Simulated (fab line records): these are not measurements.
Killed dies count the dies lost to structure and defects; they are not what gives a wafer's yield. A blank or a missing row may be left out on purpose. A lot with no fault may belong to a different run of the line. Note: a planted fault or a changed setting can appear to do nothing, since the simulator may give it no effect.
Split-lot study    flow n5-finfet    route with 1938 steps; 7 lots, 21 wafers read

== THE SPLIT ==
At N5_BEOL_M1_EXPOSE_08 (exposes mask M1), the setting dose-mj was moved away from the recipe's 33 on 8 of the 21 wafers read, by -3.2% to +6.9%. This setting was run at the recipe's value on the other wafers.

== FROM THE SPLIT TO THE READING: what the file shows between them, 17 steps ==
- N5_BEOL_M1_PEB_09: peb time 60 s
- N5_BEOL_M1_DEVELOP_10: develop time 30 s
- N5_BEOL_M1_CD_MEAS_11: target cd 17.05 nm
- N5_BEOL_M1_DESCUM_16: chemistry O2, time 7 s
- N5_BEOL_M1_ETCH_74: etches underlayer in N2/H2, target depth 6.5 nm, time 5.2 s
- N5_BEOL_M1_ETCH_63: etches SiARC in CF4, target depth 15.6 nm, time 26 s
- N5_BEOL_M1_ETCH_64: etches SOC in N2/H2, target depth 75 nm, overetch 15 nm, time 112.5 s (also split here: time-s)
- N5_BEOL_M1_STRIP_65: strips in N2/H2
- N5_BEOL_M1_STRIP_75: strips in N2/H2
- N5_BEOL_M1_STRIP_66: strips in CF4
- N5_BEOL_M1_HM_OPEN_17: chemistry Cl2/BCl3, target TiN, target depth 20 nm, overetch 6 nm
- N5_BEOL_M1_STRIP_19: strips in O2
- N5_BEOL_M1_CD_MEAS_18: pitch 36 nm, target cd 18 nm
- N5_BEOL_M1_COAT_67: time 60 s, resist thk 60 nm
- N5_BEOL_M1_COAT_68: time 60 s, resist thk 12 nm
- N5_BEOL_M1_PRECLEAN_42: cleans in residue remover, time 60 s
- N5_BEOL_M1_SRD_43: time 30 s

== THE READING ==
cd-nm, in nm, at N5_BEOL_M1_CD_MEAS_35 (target cd 18 nm, target cd y 21 nm). Fault-free wafers of this fab line usually give 17.98 nm, standard deviation 0.3 nm.

wafer   tool, chamber at the split  dose-mj as run  against the recipe  cd-nm, nm  against lot-mates on the recipe
L074.2  euv-scanner-01, 0           31.97           -3.1%               16.94      -0.75
L074.4  euv-scanner-01, 0           33              recipe              17.70      -
L074.6  euv-scanner-01, 0           33              recipe              17.69      -
L075.1  euv-scanner-01, 0           33              recipe              17.77      -
L075.3  euv-scanner-01, 0           33              recipe              17.59      -
L075.4  euv-scanner-01, 0           33              recipe              17.82      -
L076.1  euv-scanner-01, 0           32.25           -2.3%               17.83      -0.27
L076.2  euv-scanner-01, 0           33              recipe              18.10      -
L076.3  euv-scanner-01, 0           32.25           -2.3%               17.65      -0.45
L078.1  euv-scanner-01, 0           31.93           -3.2%               17.15      -0.87
L078.5  euv-scanner-01, 0           33              recipe              18.02      -
L078.6  euv-scanner-01, 0           31.93           -3.2%               16.63      -1.39
L083.3  euv-scanner-01, 0           33              recipe              18.11      -
L083.5  euv-scanner-01, 0           33              recipe              18.45      -
L083.6  euv-scanner-01, 0           33              recipe              17.73      -
L088.2  euv-scanner-02, 0           33              recipe              18.02      -
L088.3  euv-scanner-02, 0           35.29           +6.9%               19.18      +1.34
L088.4  euv-scanner-02, 0           33              recipe              17.65      -
L090.1  euv-scanner-02, 0           35.28           +6.9%               19.10      +1.48
L090.3  euv-scanner-02, 0           33              recipe              17.62      -
L090.4  euv-scanner-02, 0           35.28           +6.9%               18.74      +1.12

FIT RESULTS
A straight line over all 21 wafers: cd-nm changes by +0.183 nm for each +1% of dose-mj; r = +0.89; the points scatter about the line by 0.29 nm.
The same after taking each lot's own level away (the mean of its wafers on the recipe; 21 wafers): +0.211 nm for each +1%; r = +0.94; scatter 0.23 nm.
That fit puts the effect of the largest move of dose-mj on the reading at 1.5 nm.
The lots' own levels span 17.620 to 18.100 nm, that is 1.6 times the standard deviation above.
Hence the slope depends on the lot-to-lot level, as the two fits are not the same.
Check: with one of the wafers moved furthest among these (+6.9%) left out of the fit, the line predicts +1.43 nm for it against its lot-mates. Against them it came out at +1.34 nm.

== OTHER SPLITS ON THESE WAFERS ==
Before the reading, these wafers also passed through other splits. Each is held against what the fit with the lots' levels taken away leaves over:
other split on the same wafers          wafers away from the commonest value  r with cd-nm (lot level and that fit taken away)
N5_HKMG_FIN_EXPOSE_09 dose-mj           7                                     -0.15
N5_GATE_CUT_COAT_07 spin-rpm            4                                     +0.14
N5_MOL_CONTACT_COAG_VIA_ETCH_46 bias-w  8                                     -0.06
N5_BEOL_M1_ETCH_64 time-s               8                                     +0.31

== THE WHOLE CHAIN: every reading that the file lists as answering this split, in the file's order ==
step                   what it does                                                 reading                                                                change (the file's fit)                r (the file's)
N5_BEOL_M1_CD_MEAS_11  target cd 17.05 nm                                           cd-nm                                                                  +0.175 nm for each +1% of the setting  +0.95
N5_BEOL_M1_ETCH_74     etches underlayer in N2/H2, target depth 6.5 nm, time 5.2 s  BEOL_M1.cd-offset-nm (the simulator's own value, which no gauge read)  +0.194 nm for each +1% of the setting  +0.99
N5_BEOL_M1_ETCH_63     etches SiARC in CF4, target depth 15.6 nm, time 26 s         BEOL_M1.cd-offset-nm (the simulator's own value, which no gauge read)  +0.207 nm for each +1% of the setting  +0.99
N5_BEOL_M1_CD_MEAS_18  pitch 36 nm, target cd 18 nm                                 cd-nm                                                                  +0.189 nm for each +1% of the setting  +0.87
N5_BEOL_M1_CD_MEAS_35  target cd 18 nm, target cd y 21 nm                           cd-nm                                                                  +0.207 nm for each +1% of the setting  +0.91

== FILE'S OWN FIT ==
cd-nm changes by +0.207 nm for each +1% of dose-mj, r = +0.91.
